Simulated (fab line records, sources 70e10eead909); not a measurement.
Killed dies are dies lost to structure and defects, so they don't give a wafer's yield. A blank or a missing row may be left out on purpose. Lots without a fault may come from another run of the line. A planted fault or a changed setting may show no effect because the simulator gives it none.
Chamber matching | flow nand_harc | NHARC_A_CHANNEL_FILL_D2_ETCHBACK_20 on rie_diel-05: 4 sister chambers
The step etches the open film in C4F8/O2/Ar, target depth 27 nm, time 13.5 s. 4 wafers are shown with their chamber, then 12 later ones without.

WAFERS WITH THEIR CHAMBER
wafer  | chamber | rf_vpp_V (V)
L086.2 | 1       | 977
L087.1 | 3       | 973
L087.2 | 0       | 977
L087.3 | 2       | 977

WAFERS WITHOUT THEIR CHAMBER
wafer  | rf_vpp_V (V)
L093.2 | 978
L093.4 | 979
L093.6 | 977
L094.1 | 978
L094.5 | 976
L094.6 | 972
L095.1 | 978
L095.4 | 978
L095.6 | 972
L097.2 | 972
L097.4 | 977
L097.6 | 977

WHICH CHAMBER EACH WENT THROUGH
wafer  | from the rows above          | in truth
L093.2 | can't be placed: 0 or 1 or 2 | 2
L093.4 | can't be placed: 0 or 1 or 2 | 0
L093.6 | can't be placed: 0 or 1 or 2 | 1
L094.1 | can't be placed: 0 or 1 or 2 | 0
L094.5 | can't be placed: 0 or 1 or 2 | 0
L094.6 | 3                            | 3
L095.1 | can't be placed: 0 or 1 or 2 | 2
L095.4 | can't be placed: 0 or 1 or 2 | 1
L095.6 | 3                            | 3
L097.2 | 3                            | 3
L097.4 | can't be placed: 0 or 1 or 2 | 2
L097.6 | can't be placed: 0 or 1 or 2 | 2
Placed correctly: 3 of 12. Can't be placed from these rows: 9 (the true chamber is among the candidates in 9). Placed wrongly: 0.
How it was worked out, from the rows above alone: a wafer's distance from a chamber is the root of the sum, over the readings, of the square of ((its reading less the chamber's mean) divided by the reading's scatter). The wafer belongs to the nearest chamber; if the next one is less than 2 further off, it can't be placed. A chamber's mean is the mean of its shown wafers. The scatter: with one shown wafer a chamber, the root of the mean of the squares of how far each hidden wafer lies from its nearest shown one.
